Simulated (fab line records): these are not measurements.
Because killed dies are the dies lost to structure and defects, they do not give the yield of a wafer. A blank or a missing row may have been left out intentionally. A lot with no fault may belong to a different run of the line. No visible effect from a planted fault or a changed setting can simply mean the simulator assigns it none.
One fault seen from 2 desks / flow n5-finfet / every desk sees just its own numbers, and what lay behind them comes last

== THE METROLOGY DESK ==
What the gauges read for every lot (on any tool): the sampled wafers with a number, averaged. If a lot's mean is further than 4 standard deviations from the usual mean, the lot is out of limits and carries the mark OUT (the distance appears in the brackets).
Columns: A = trench-depth-nm at N5_BEOL_M11_OCD_MEAS_38, usual 148 nm; B = cd-nm at N5_BEOL_M11_CD_MEAS_35, usual 70.1 nm
lot=L944; first seen here=day 11 00:34; A=146; B=70.4
lot=L950; first seen here=day 12 09:38; A=149; B=70.7
lot=L955; first seen here=day 13 19:13; A=147; B=71.2
lot=L956; first seen here=day 13 22:18; A=146; B=71.0
lot=L959; first seen here=day 14 18:53; A=153; B=70.7
lot=L962; first seen here=day 15 10:22; A=148; B=70.5
Result from this desk: across the 6 lots, nothing is out of limits.

== FOR THE TOOL OWNER'S DESK: pvd-sputter-01 ==
The tool's own readings at N5_BEOL_M11_SPUTTER_48 (material Cu, target thk 12 nm, time 2 s): means of the sampled wafers that have a number, for each lot that ran on this tool. If a lot's mean is further than 4 standard deviations from the usual mean, the lot is out of limits and carries the mark OUT (the distance appears in the brackets).
Columns: A = cathode-dc-power-W at N5_BEOL_M11_SPUTTER_48, usual 26000 W; B = chuck-gas-flow-sccm at N5_BEOL_M11_SPUTTER_48, usual 1.26 sccm; C = throttle-valve-pct at N5_BEOL_M11_SPUTTER_48, usual 29.8 %
lot=L944; first seen here=day 11 01:52; A=25998; B=1.24; C=30.7
lot=L955; first seen here=day 13 21:56; A=28419 (+99 or more) OUT; B=1.31; C=29.6
lot=L956; first seen here=day 13 23:32; A=28428 (+99 or more) OUT; B=1.26; C=30.7
Finding of this desk: L955, L956 out of limits; the first was L955 at day 13 21:56, on cathode-dc-power-W at N5_BEOL_M11_SPUTTER_48. In limits: L944.

== ALL TOGETHER ==
The tool owner's desk had the chance to raise an alarm at day 13 21:56 on L955, L956.
The metrology desk saw nothing out of limits.
The metrology desk holds a record of L955, L956, inside its limits.
N5_BEOL_M11_SPUTTER_48 was run on pvd-sputter-01 by each of the lots named.

== WHAT HAD BEEN PUT IN BY THE SIMULATOR ==
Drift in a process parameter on pvd-sputter-01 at N5_BEOL_M11_SPUTTER_48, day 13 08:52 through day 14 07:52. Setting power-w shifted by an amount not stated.
Shown lots that were struck: L955, L956.
Each desk's first reading out of limits, in hours after the fault started: the tool owner's desk, 13.
